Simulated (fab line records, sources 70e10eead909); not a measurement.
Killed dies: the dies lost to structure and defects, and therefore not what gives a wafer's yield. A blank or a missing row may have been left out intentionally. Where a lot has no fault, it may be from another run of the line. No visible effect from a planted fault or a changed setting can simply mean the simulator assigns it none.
A lot that was struck, set against a sound lot | flow nand harc | 15 out of 1302 route steps
Sound: the wafers L269.1, L269.5, L269.6. Struck: wafer L260.3 (left out: L260.1, L260.4 of the same lot, which were not struck); the cause appears at the end.
Per side, at each step with rows, come the tool, then ch with its chambers, and then its first start. Under that, the readings that differ: sound wafers | struck wafers | difference of the means | sigmas: that difference in standard deviations of wafers without a fault.
alike: same words and numbers on both sides, and readings whose means sit less than 2 such deviations apart. not compared: any withheld reading, any reading some wafer has no value for, any bound like >300 that may hide the same value, and any number with overlapping values for which the record gives no deviation.
A row with sigmas, a row that says differs or no value, or rows on one side alone: a step with any of these is where the two part. Numbers that have no deviation but don't overlap get no sigmas and don't part them. Lack of a reading on every wafer of one side parts them only where that side has two or more wafers.

first, 8 steps without rows for these wafers: NHARC_A_CHANNEL_HOLE_D1_COAT_36 (time 75 s); NHARC_A_CHANNEL_HOLE_D1_COAT_37 (time 65 s); NHARC_A_CHANNEL_HOLE_D1_COAT_04 (resist thk 90 nm); NHARC_A_CHANNEL_HOLE_D1_SOFTBAKE_05 (time 55 s); NHARC_A_CHANNEL_HOLE_D1_EBR_06; NHARC_A_CHANNEL_HOLE_D1_EXPOSE_07 (exposes mask HOLE D1, target cd 100 nm); NHARC_A_CHANNEL_HOLE_D1_PEB_08 (peb time 65 s); NHARC_A_CHANNEL_HOLE_D1_DEVELOP_09 (develop time 35 s).
NHARC_A_CHANNEL_HOLE_D1_CD_MEAS_10 targets a cd of 100 nm.
  sound on cd sem-01 ch 0, day 17 17:18; struck on cd sem-01 ch 0, day 13 21:18
  alike: cd nm
NHARC_A_CHANNEL_HOLE_D1_OVL_MEAS_11:
  sound on overlay-02 at day 17 17:23; struck on overlay-02 at day 13 21:23
  alike: overlay x nm, overlay y nm
NHARC_A_CHANNEL_HOLE_D1_INSPECT_12:
  sound on defect inspect-01 at day 17 17:26; struck on defect inspect-01 at day 13 21:25
  alike: raw defect count
NHARC_A_CHANNEL_HOLE_D1_DESCUM_15: chemistry O2, time 3 s.
  sound on rie diel-09 ch 0,3, day 17 17:29; struck on rie diel-09 ch 2, day 13 21:29
  alike: drypump motor current A, oes product au, rf vpp V, showerhead plenum p Torr, throttle valve pct
  not compared: rf hours counter h
NHARC_A_CHANNEL_HOLE_D1_ETCH_38: etches the open film in CF4, target depth 39 nm, time 65 s.
  sound on rie diel-09 ch 0,1,2, day 17 17:35; struck on rie diel-09 ch 0, day 13 21:34
  reading               | sound             | struck | difference | sigmas
  oes product au (a.u.) | 1.005 0.997 1.009 | 0.865  | -0.139     | -16
  alike: drypump motor current A, rf fwd power W, rf vpp V, showerhead plenum p Torr, throttle valve pct
  not compared: rf hours counter h
NHARC_A_CHANNEL_HOLE_D1_ETCH_39: etches the open film in N2/H2, target depth 260 nm, time 325 s.
  sound: rie diel-09 ch 2,3; struck: rie diel-09 ch 1
  reading                         | sound             | struck | difference | sigmas
  rf vpp V (V)                    | 435.4 430.4 435.2 | 427.4  | -6.3       | -2
  showerhead plenum p Torr (Torr) | 2.19 2.03 2.19    | 1.90   | -0.24      | -2
  alike: drypump motor current A, h2 flow sccm, oes product au, rf fwd power W, throttle valve pct
  not compared: rf hours counter h
-- jump in the record: it breaks off in module A_CHANNEL_HOLE_D1 and resumes in module END (first step shown: number 1302 of the route), and 16 days separate the struck wafers' starts before and after --
NHARC_END_SORT_01:
  sound on prober-02 ch 0, day 34 06:44; struck on prober-02 ch 0, day 30 01:59
  alike: killed at array, killed at other, killed at periphery, killed dies, killed open, killed short

== WHERE THEY PART ==
Earliest at NHARC_A_CHANNEL_HOLE_D1_ETCH_38; latest, in this record, at NHARC_A_CHANNEL_HOLE_D1_ETCH_39. Later steps at which nothing parts them and some readings are alike: NHARC_END_SORT_01.

WHY: whatever the simulator had introduced
rie diel-09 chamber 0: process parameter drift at NHARC_A_CHANNEL_HOLE_D1_ETCH_38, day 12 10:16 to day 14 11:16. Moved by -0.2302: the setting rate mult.
